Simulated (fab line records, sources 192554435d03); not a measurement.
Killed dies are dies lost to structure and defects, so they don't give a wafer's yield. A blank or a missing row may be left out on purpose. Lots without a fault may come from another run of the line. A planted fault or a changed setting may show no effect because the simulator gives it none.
Split-lot experiment | flow n5_finfet | 7 lots, 21 wafers read, on a route of 1938 steps

THE SPLIT
At N5_MOL_CONTACT_COAG_ALD_27 (deposits SiOC, target thk 17 nm, pulse time 1.5 s, time 2720 s), the setting time_s was moved away from the recipe's 2720 s on 6 of the 21 wafers read, by -9.7% to +8.3%. The other wafers ran this setting at the recipe's value.

The reading is taken at the split's own step.

THE READING
SiOC_of_MOL_CONTACT_COAG_ALD_27.thk_nm (the simulator's own value, which no gauge read), in nm, at N5_MOL_CONTACT_COAG_ALD_27 (deposits SiOC, target thk 17 nm, pulse time 1.5 s, time 2720 s). The file gives no usual value for it. The 15 wafers here that ran the recipe average 17.0 nm, standard deviation 0.088 nm.

wafer  | tool, chamber at the split | time_s as run, s | against the recipe | SiOC_of_MOL_CONTACT_COAG_ALD_27.thk_nm, nm | against lot-mates on the recipe
L074.3 | ald_sin-04, 3,1,2          | 2720             | recipe             | 17                                         | -
L074.5 | ald_sin-04, 3,1,2          | 2720             | recipe             | 17                                         | -
L074.6 | ald_sin-04, 3,1,2          | 2720             | recipe             | 17                                         | -
L076.1 | ald_sin-03, 2,1            | 2720             | recipe             | 17                                         | -
L076.5 | ald_sin-03, 2,1            | 2720             | recipe             | 17                                         | -
L076.3 | ald_sin-03, 1              | 2720             | recipe             | 16.8                                       | -
L080.1 | ald_sin-03, 2,0,3          | 2720             | recipe             | 17                                         | -
L080.3 | ald_sin-03, 2,0,3          | 2720             | recipe             | 17                                         | -
L080.4 | ald_sin-03, 2,0,3          | 2720             | recipe             | 17                                         | -
L083.1 | ald_sin-03, 3              | 2720             | recipe             | 16.8                                       | -
L083.4 | ald_sin-03, 2              | 2945             | +8.3%              | 17                                         | +0.2
L083.5 | ald_sin-03, 3              | 2945             | +8.3%              | 16.8                                       | +0.0
L087.1 | ald_sin-03, 2,1            | 2499             | -8.1%              | 15.6                                       | -1.4
L087.5 | ald_sin-03, 2,1            | 2499             | -8.1%              | 15.6                                       | -1.4
L087.6 | ald_sin-03, 0              | 2720             | recipe             | 17                                         | -
L090.1 | ald_sin-04, 0,0,1          | 2720             | recipe             | 17                                         | -
L090.5 | ald_sin-04, 0,0,1          | 2720             | recipe             | 17                                         | -
L090.6 | ald_sin-04, 0,0,1          | 2720             | recipe             | 17                                         | -
L093.2 | ald_sin-04, 3              | 2720             | recipe             | 17.2                                       | -
L093.4 | ald_sin-04, 2              | 2455             | -9.7%              | 15.4                                       | -1.8
L093.6 | ald_sin-04, 2              | 2455             | -9.7%              | 15.4                                       | -1.8
Where a row lists several chambers, the file gives one row for several wafers and doesn't say which wafer went through which chamber.

THE FIT
A straight line over all 21 wafers: SiOC_of_MOL_CONTACT_COAG_ALD_27.thk_nm changes by +0.105 nm for each +1% of time_s; r = +0.82; the points scatter about the line by 0.35 nm.
The same after taking each lot's own level away (the mean of its wafers on the recipe; 21 wafers): +0.122 nm for each +1%; r = +0.87; scatter 0.33 nm.
On that fit, the largest move of time_s shifts the reading by 1.2 nm.
The lots' own levels span 16.80 to 17.20 nm, that is 4.5 times the standard deviation above.
So the lot-to-lot level changes the slope: the two fits differ.
Check: with one of the wafers moved furthest among these (-9.7%) left out of the fit, the line predicts -1.25 nm for it against its lot-mates. It came out at -1.8 nm against them.

OTHER SPLITS ON THESE WAFERS
These wafers also went through other splits before the reading. Each is held against what the fit with the lots' levels taken away leaves over:
other split on the same wafers       | wafers away from the commonest value | r with SiOC_of_MOL_CONTACT_COAG_ALD_27.thk_nm (lot level and that fit taken away)
N5_GATE_CUT_ETCH_58 bias_w           | 4                                    | +0.08
N5_MOL_CONTACT_COAG_COAT_58 spin_rpm | 8                                    | +0.20
N5_MOL_CONTACT_COAG_ETCH_105 bias_w  | 9                                    | +0.10

THE FILE'S OWN FIT
SiOC_of_MOL_CONTACT_COAG_ALD_27.thk_nm changes by +0.13 nm for each +1% of time_s, r = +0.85.
